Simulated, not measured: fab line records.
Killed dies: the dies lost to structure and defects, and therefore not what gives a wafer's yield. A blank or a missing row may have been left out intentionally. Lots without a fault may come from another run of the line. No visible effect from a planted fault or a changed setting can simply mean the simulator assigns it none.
The tool behind it: which one? ; flow nand_harc ; 72 wafers from 24 lots sampled at 6 of the route's 1159 steps

WHAT THE GAUGES SHOWED, per wafer
The record lacks any reading of a measuring or inspecting step that a usual standard deviation could be used to judge.

EACH LOT AND THE TOOL THAT RAN IT (in order: tool; ch and the chambers of the sampled wafers; start)
lot;NHARC_P_BONDPAD_STRIP_15;NHARC_A_STAIRCASE_ETCH_199;NHARC_A_STAIRCASE_STRIP_295;NHARC_A_STAIRCASE_DEP_301;NHARC_A_STAIRCASE_ETCHBACK_416;NHARC_A_STAIRCASE_CMP_472
L074;rie_diel-04 ch 2,3, day 6 10:17;rie_diel-07 ch 1,2,3, day 11 19:23 or earlier;rie_diel-12 ch 0,1, day 11 19:23 or earlier;pecvd-03 ch 1,2, day 11 19:23;rie_diel-07 ch 0,2,3, day 13 23:39 or earlier;cmp-02 ch 0,2,3, day 13 23:39
L075;rie_diel-04 ch 0,2,3, day 6 19:34;rie_diel-11 ch 1,2,3, day 12 04:25 or earlier;rie_diel-11 ch 0,1,3, day 12 04:25 or earlier;pecvd-01 ch 0,1,2, day 12 04:25;rie_diel-12 ch 1,2,3, day 12 10:39;cmp-03 ch 0,3, day 14 01:32
L076;rie_diel-12 ch 0,2,3, day 6 19:59;rie_diel-12 ch 0,1, day 12 04:37 or earlier;rie_diel-12 ch 0,1,2, day 12 04:37 or earlier;pecvd-03 ch 1,2, day 12 04:37;rie_diel-07 ch 0,1, day 14 01:49 or earlier;cmp-04 ch 0,3, day 14 01:49
L077;rie_diel-04 ch 0,1, day 7 11:24;rie_diel-11 ch 0,1, day 12 13:39 or earlier;rie_diel-07 ch 0,1, day 12 13:39 or earlier;pecvd-01 ch 0,1, day 12 13:39;rie_diel-12 ch 0,1,2, day 14 15:33 or earlier;cmp-03 ch 2,3, day 14 15:33
L078;rie_diel-04 ch 1,2,3, day 7 11:54;rie_diel-12 ch 1,2, day 12 16:00 or earlier;rie_diel-12 ch 1,2,3, day 12 16:00 or earlier;pecvd-02 ch 0,2, day 12 16:00;rie_diel-11 ch 0,2, day 14 14:20 or earlier;cmp-03 ch 0,1,3, day 14 14:20
L079;rie_diel-07 ch 0,2,3, day 7 18:02;rie_diel-11 ch 0,1,3, day 12 19:39 or earlier;rie_diel-07 ch 1,2,3, day 12 19:39 or earlier;pecvd-03 ch 0,1,2, day 12 19:39;rie_diel-12 ch 0,1,2, day 14 19:19 or earlier;cmp-04 ch 0,1,2, day 14 19:19
L080;rie_diel-04 ch 0,1,2, day 8 01:11;rie_diel-07 ch 2,3, day 14 00:19 or earlier;rie_diel-12 ch 0,1,3, day 14 00:19 or earlier;pecvd-03 ch 0,1,2, day 14 00:19;rie_diel-07 ch 0,2,3, day 16 03:15 or earlier;cmp-02 ch 0,1,3, day 16 03:15
L082;rie_diel-04 ch 1,2,3, day 8 06:10;rie_diel-12 ch 0,1, day 13 18:37 or earlier;rie_diel-07 ch 0,1, day 13 18:37 or earlier;pecvd-02 ch 0,1,2, day 13 18:37;rie_diel-12 ch 1,2, day 15 20:02 or earlier;cmp-02 ch 0,1,2, day 15 20:02
L081;rie_diel-04 ch 0,3, day 8 13:37;rie_diel-07 ch 0,1,3, day 14 08:22 or earlier;rie_diel-07 ch 0,1, day 14 08:22 or earlier;pecvd-02 ch 0,1,2, day 14 08:22;rie_diel-12 ch 1,2, day 16 12:33 or earlier;cmp-02 ch 0,1,3, day 16 12:33
L083;rie_diel-04 ch 0,2,3, day 8 19:26;rie_diel-12 ch 0,2,3, day 14 07:10 or earlier;rie_diel-12 ch 0,1,3, day 14 07:10 or earlier;pecvd-03 ch 0,1,2, day 14 07:10;rie_diel-12 ch 1,2,3, day 16 10:41 or earlier;cmp-04 ch 1,2,3, day 16 10:41
L084;rie_diel-04 ch 0,1,2, day 9 00:46;rie_diel-12 ch 0,1,3, day 14 14:50 or earlier;rie_diel-11 ch 0,2,3, day 14 14:50 or earlier;pecvd-01 ch 0,2, day 14 14:50;rie_diel-11 ch 0,1,2, day 16 12:19 or earlier;cmp-03 ch 0,2, day 16 12:19
L085;rie_diel-04 ch 0,1,2, day 9 13:10;rie_diel-12 ch 1,2, day 15 00:17 or earlier;rie_diel-12 ch 0,2,3, day 15 00:17 or earlier;pecvd-03 ch 0,1,2, day 15 00:17;rie_diel-12 ch 1,3, day 16 20:52 or earlier;cmp-04 ch 0,2,3, day 16 20:52
L087;rie_diel-04 ch 0,3, day 9 13:59;rie_diel-07 ch 0,2, day 14 23:04 or earlier;rie_diel-07 ch 0,1, day 14 23:04 or earlier;pecvd-01 ch 0,2, day 14 23:04;rie_diel-11 ch 0,2,3, day 16 20:59 or earlier;cmp-03 ch 1,3, day 16 20:59
L086;rie_diel-04 ch 0,1,2, day 9 14:08;rie_diel-12 ch 0,1,2, day 14 22:08 or earlier;rie_diel-11 ch 1,2,3, day 14 22:08 or earlier;pecvd-01 ch 0,1,2, day 14 22:08;rie_diel-11 ch 0,2,3, day 16 21:22 or earlier;cmp-02 ch 0,2,3, day 16 21:22
L088;rie_diel-04 ch 0,1, day 10 04:44;rie_diel-11 ch 0,1, day 15 08:33 or earlier;rie_diel-07 ch 1,2,3, day 15 08:33 or earlier;pecvd-03 ch 0,1, day 15 08:33;rie_diel-12 ch 1,3, day 17 10:49 or earlier;cmp-04 ch 0,2,3, day 17 10:49
L089;rie_diel-04 ch 1,3, day 10 05:04;rie_diel-12 ch 0,2,3, day 15 07:55 or earlier;rie_diel-12 ch 1,2, day 15 07:55 or earlier;pecvd-03 ch 0,1,2, day 15 07:55;rie_diel-11 ch 0,2, day 17 11:10 or earlier;cmp-03 ch 0,3, day 17 11:10
L090;rie_diel-04 ch 0,1,3, day 10 13:49;rie_diel-12 ch 0,3, day 15 15:19 or earlier;rie_diel-11 ch 0,1, day 15 15:19 or earlier;pecvd-01 ch 0,1, day 15 15:19;rie_diel-07 ch 0,3, day 17 18:31 or earlier;cmp-02 ch 0,2, day 17 18:31
L091;rie_diel-07 ch 0,1,2, day 10 22:35;rie_diel-07 ch 0,1, day 15 23:44 or earlier;rie_diel-11 ch 1,3, day 15 23:44 or earlier;pecvd-02 ch 0,1, day 15 23:44;rie_diel-07 ch 1,2,3, day 17 18:47 or earlier;cmp-03 ch 0,1,2, day 17 18:47
L094;rie_diel-04 ch 0,1,3, day 11 03:52;rie_diel-11 ch 0,2, day 16 05:54 or earlier;rie_diel-11 ch 0,2,3, day 16 05:54 or earlier;pecvd-02 ch 0,2, day 16 05:54;rie_diel-12 ch 0,1, day 18 13:22 or earlier;cmp-03 ch 0,1, day 18 13:22
L093;rie_diel-07 ch 0,1,2, day 11 12:49;rie_diel-07 ch 2,3, day 16 19:41 or earlier;rie_diel-07 ch 0,1,2, day 16 19:41;pecvd-03 ch 0,1,2, day 16 23:57;rie_diel-12 ch 1,2, day 19 10:46 or earlier;cmp-04 ch 0,2,3, day 19 10:46
L092;rie_diel-12 ch 1,2, day 11 13:26;rie_diel-07 ch 1,2,3, day 16 19:14 or earlier;rie_diel-12 ch 0,2, day 16 19:14 or earlier;pecvd-03 ch 0,2, day 16 19:14;rie_diel-07 ch 0,1, day 19 00:01 or earlier;cmp-02 ch 1,2,3, day 19 00:01
L095;rie_diel-04 ch 0,1,2, day 11 14:56;rie_diel-07 ch 0,2,3, day 16 20:31 or earlier;rie_diel-12 ch 0,1,2, day 16 20:31 or earlier;pecvd-01 ch 0,1,2, day 16 20:31;rie_diel-07 ch 1,2, day 19 00:24 or earlier;cmp-02 ch 0,1,2, day 19 00:24
L096;rie_diel-04 ch 1,2, day 11 20:47;rie_diel-07 ch 0,1, day 17 07:52 or earlier;rie_diel-11 ch 0,1,3, day 17 07:52 or earlier;pecvd-02 ch 1,2, day 17 07:52;rie_diel-12 ch 0,3, day 19 19:02 or earlier;cmp-04 ch 0,1,2, day 19 19:02
L097;rie_diel-12 ch 0,1, day 12 04:59;rie_diel-07 ch 1,2, day 18 05:35 or earlier;rie_diel-11 ch 0,1, day 18 05:35 or earlier;pecvd-02 ch 0,1, day 18 05:35;rie_diel-11 ch 0,3, day 20 08:32 or earlier;cmp-03 ch 1,2,3, day 20 08:32
- NHARC_P_BONDPAD_STRIP_15: strips in O2.
- NHARC_A_STAIRCASE_ETCH_199: etches the open film in C4F8/O2, target depth 100 nm, time 40.5 s.
- NHARC_A_STAIRCASE_STRIP_295: strips in O2.
- NHARC_A_STAIRCASE_DEP_301: deposits SiON, target thk 30 nm.
- NHARC_A_STAIRCASE_ETCHBACK_416: etches the open film in C4F8/O2/Ar, target depth 36 nm, time 7.2 s.
- NHARC_A_STAIRCASE_CMP_472: polishes SiO2.

AS READ BY THE TOOLS THEMSELVES (means over the sampled wafers that have a number; for cases with no such wafer, the mark the record gives instead)
NHARC_P_BONDPAD_STRIP_15. Usual: drypump_motor_current_A 5.6 A, standard deviation 0.59; oes_product_au 1.007 a.u., standard deviation 0.013; rf_vpp_V 57.9 V, standard deviation 0.84; showerhead_plenum_p_Torr 3.56 Torr, standard deviation 0.12; throttle_valve_pct 17.036 %, standard deviation 0.0088.
lot;tool;drypump_motor_current_A (A);oes_product_au (a.u.);rf_vpp_V (V);showerhead_plenum_p_Torr (Torr);throttle_valve_pct (%);flag
L074;rie_diel-04;5.7;1.016;58.3;3.68;17.038;
L075;rie_diel-04;5.7;1.003;57.5;3.57;17.031;
L076;rie_diel-12;6.0;1.005;58.4;3.64;17.034;
L077;rie_diel-04;5.1;1.016;57.5;3.44;17.034;
L078;rie_diel-04;5.6;1.006;58.5;3.59;17.048;
L079;rie_diel-07;6.1;0.995;58.3;3.64;17.024;
L080;rie_diel-04;5.2;1.016;57.8;3.52;17.038;
L082;rie_diel-04;5.6;1.003;58.3;3.59;17.037;
L081;rie_diel-04;6.1;0.995;58.9;3.53;17.031;
L083;rie_diel-04;5.7;1.012;58.2;3.57;17.029;
L084;rie_diel-04;5.2;1.011;58.7;3.52;17.043;
L085;rie_diel-04;5.2;1.020;57.5;3.52;17.042;
L087;rie_diel-04;6.2;0.998;57.5;3.53;17.041;
L086;rie_diel-04;5.2;1.020;57.7;3.52;17.028;
L088;rie_diel-04;5.1;1.011;56.7;3.44;17.029;
L089;rie_diel-04;5.5;1.010;58.1;3.51;17.033;
L090;rie_diel-04;5.6;1.008;57.9;3.49;17.040;
L091;rie_diel-07;5.8;1.005;57.9;3.52;17.028;
L094;rie_diel-04;5.6;1.014;57.7;3.49;17.034;
L093;rie_diel-07;5.8;1.008;56.9;3.52;17.035;
L092;rie_diel-12;6.0;1.006;58.1;3.66;17.036;
L095;rie_diel-04;5.2;1.013;57.3;3.52;17.030;
L096;rie_diel-04;5.1;1.016;58.4;3.55;17.033;
L097;rie_diel-12;5.8;1.017;58.2;3.54;17.035;

NHARC_A_STAIRCASE_ETCH_199. Usual: bias_w 1000 W, standard deviation 3; oes_product_au 0.947 a.u., standard deviation 0.012; rf_vpp_V 897 V, standard deviation 5.1.
lot;tool;bias_w (W);oes_product_au (a.u.);rf_vpp_V (V);flag
L074;rie_diel-07;1001;0.944;899;
L075;rie_diel-11;999;0.953;896;
L076;rie_diel-12;995;0.945;899;
L077;rie_diel-11;1004;0.948;901;
L078;rie_diel-12;1001;0.931;900;
L079;rie_diel-11;1001;0.953;900;
L080;rie_diel-07;998;0.942;904;
L082;rie_diel-12;997;0.962;899;
L081;rie_diel-07;1001;0.957;896;
L083;rie_diel-12;1003;0.947;899;
L084;rie_diel-12;1001;0.942;898;
L085;rie_diel-12;1001;0.922;901;
L087;rie_diel-07;1001;0.938;898;
L086;rie_diel-12;1000;0.955;899;
L088;rie_diel-11;996;0.940;898;
L089;rie_diel-12;1000;0.945;898;
L090;rie_diel-12;998;0.932;896;
L091;rie_diel-07;1000;0.953;891;
L094;rie_diel-11;1000;0.958;890;
L093;rie_diel-07;996;0.944;902;
L092;rie_diel-07;1002;0.941;899;
L095;rie_diel-07;1000;0.944;899;
L096;rie_diel-07;1000;0.959;892;
L097;rie_diel-07;997;0.937;894;

NHARC_A_STAIRCASE_STRIP_295. Usual: drypump_motor_current_A 5.8 A, standard deviation 0.52; oes_product_au 1.002 a.u., standard deviation 0.012; rf_vpp_V 57.8 V, standard deviation 0.92; showerhead_plenum_p_Torr 3.55 Torr, standard deviation 0.13; throttle_valve_pct 17.036 %, standard deviation 0.0091.
lot;tool;drypump_motor_current_A (A);oes_product_au (a.u.);rf_vpp_V (V);showerhead_plenum_p_Torr (Torr);throttle_valve_pct (%);flag
L074;rie_diel-12;5.8;1.009;58.0;3.60;17.033;
L075;rie_diel-11;6.0;0.997;57.3;3.63;17.032;
L076;rie_diel-12;5.9;1.006;57.3;3.61;17.029;
L077;rie_diel-07;5.4;1.005;57.3;3.43;17.040;
L078;rie_diel-12;6.0;1.006;57.8;3.65;17.041;
L079;rie_diel-07;5.5;1.000;56.8;3.63;17.038;
L080;rie_diel-12;5.9;0.997;56.8;3.58;17.038;
L082;rie_diel-07;5.3;0.995;57.4;3.42;17.038;
L081;rie_diel-07;5.4;1.000;58.1;3.42;17.048;
L083;rie_diel-12;5.9;1.011;58.4;3.58;17.037;
L084;rie_diel-11;6.0;1.010;58.1;3.48;17.031;
L085;rie_diel-12;6.0;1.005;57.7;3.60;17.033;
L087;rie_diel-07;6.0;0.997;56.8;3.41;17.043;
L086;rie_diel-11;5.9;0.992;57.6;3.52;17.042;
L088;rie_diel-07;5.4;0.994;58.1;3.62;17.036;
L089;rie_diel-12;6.0;0.997;58.8;3.64;17.041;
L090;rie_diel-11;5.7;0.998;57.7;3.60;17.018;
L091;rie_diel-11;5.9;0.990;57.7;3.65;17.036;
L094;rie_diel-11;6.0;1.005;57.6;3.48;17.033;
L093;rie_diel-07;5.8;1.013;57.7;3.49;17.043;
L092;rie_diel-12;5.9;1.014;59.1;3.55;17.037;
L095;rie_diel-12;5.9;1.000;57.3;3.59;17.042;
L096;rie_diel-11;6.0;0.999;57.1;3.60;17.034;
L097;rie_diel-11;5.6;1.001;58.0;3.62;17.031;

NHARC_A_STAIRCASE_DEP_301. Usual: heater_power_w 784 W, standard deviation 80; susceptor_temp_C 399.98 C, standard deviation 0.22.
lot;tool;heater_power_w (W);susceptor_temp_C (C);flag
L074;pecvd-03;797;399.83;
L075;pecvd-01;771;400.14;
L076;pecvd-03;855;400.05;
L077;pecvd-01;786;400.05;
L078;pecvd-02;660;400.01;
L079;pecvd-03;792;400.08;
L080;pecvd-03;839;399.94;
L082;pecvd-02;720;399.66;
L081;pecvd-02;723;399.98;
L083;pecvd-03;809;400.11;
L084;pecvd-01;869;400.12;
L085;pecvd-03;826;399.95;
L087;pecvd-01;899;399.98;
L086;pecvd-01;839;400.10;
L088;pecvd-03;768;399.82;
L089;pecvd-03;768;399.78;
L090;pecvd-01;724;399.78;
L091;pecvd-02;804;400.36;
L094;pecvd-02;672;400.06;
L093;pecvd-03;815;399.97;
L092;pecvd-03;811;399.80;
L095;pecvd-01;828;400.07;
L096;pecvd-02;705;400.03;
L097;pecvd-02;704;400.01;

NHARC_A_STAIRCASE_ETCHBACK_416. Usual: bias_w 800.1 W, standard deviation 2.4; oes_product_au 0.94 a.u., standard deviation 0.033; rf_vpp_V 724 V, standard deviation 3.8.
lot;tool;bias_w (W);oes_product_au (a.u.);rf_vpp_V (V);flag
L074;rie_diel-07;800.2;0.93;726;
L075;rie_diel-12;801.9;0.92;726;
L076;rie_diel-07;801.8;0.92;720;
L077;rie_diel-12;801.7;1.00;726;
L078;rie_diel-11;797.9;1.00;722;
L079;rie_diel-12;800.9;0.92;725;
L080;rie_diel-07;802.0;0.92;725;
L082;rie_diel-12;800.7;0.92;726;
L081;rie_diel-12;800.9;0.92;726;
L083;rie_diel-12;797.4;0.92;726;
L084;rie_diel-11;800.5;0.93;723;
L085;rie_diel-12;803.1;0.93;726;
L087;rie_diel-11;798.8;0.93;722;
L086;rie_diel-11;801.1;0.93;721;
L088;rie_diel-12;798.7;0.93;726;
L089;rie_diel-11;801.4;0.92;722;
L090;rie_diel-07;798.9;1.00;724;
L091;rie_diel-07;798.9;0.93;726;
L094;rie_diel-12;799.8;0.94;724;
L093;rie_diel-12;799.2;1.02;728;
L092;rie_diel-07;796.7;1.00;720;
L095;rie_diel-07;798.6;0.93;725;
L096;rie_diel-12;798.9;0.94;723;
L097;rie_diel-11;804.1;0.93;724;

NHARC_A_STAIRCASE_CMP_472. Usual: motor_current_A 11.8 A, standard deviation 1.1.
lot;tool;motor_current_A (A);flag
L074;cmp-02;10.9;
L075;cmp-03;11.5;
L076;cmp-04;11.2;
L077;cmp-03;12.0;
L078;cmp-03;11.5;
L079;cmp-04;12.7;
L080;cmp-02;11.4;
L082;cmp-02;11.2;
L081;cmp-02;11.6;
L083;cmp-04;12.0;
L084;cmp-03;12.7;
L085;cmp-04;11.7;
L087;cmp-03;11.0;
L086;cmp-02;11.0;
L088;cmp-04;11.9;
L089;cmp-03;11.2;
L090;cmp-02;11.2;
L091;cmp-03;12.3;
L094;cmp-03;11.4;
L093;cmp-04;11.4;
L092;cmp-02;11.5;
L095;cmp-02;11.4;
L096;cmp-04;12.6;
L097;cmp-03;11.5;

THE ANSWER, worked out from the rows above alone
Rule: a lot counts as off when the mean over its wafers that have a number is more than 3 standard deviations away from the usual mean. A lot without any number at a reading at which 4 lots or more have one is off too. Any other lot the step has rows for is counted as sound. Order of review: gauges by route order, followed by the tools' own readings, for which a lot's mean as printed above is used. The first step at which some lot is off is used, and at that step the reading that is off furthest; a lot without a number counts as furthest.
Nothing can be told from this: no lot is off at any reading shown.

WHAT THE SIMULATOR PUT IN
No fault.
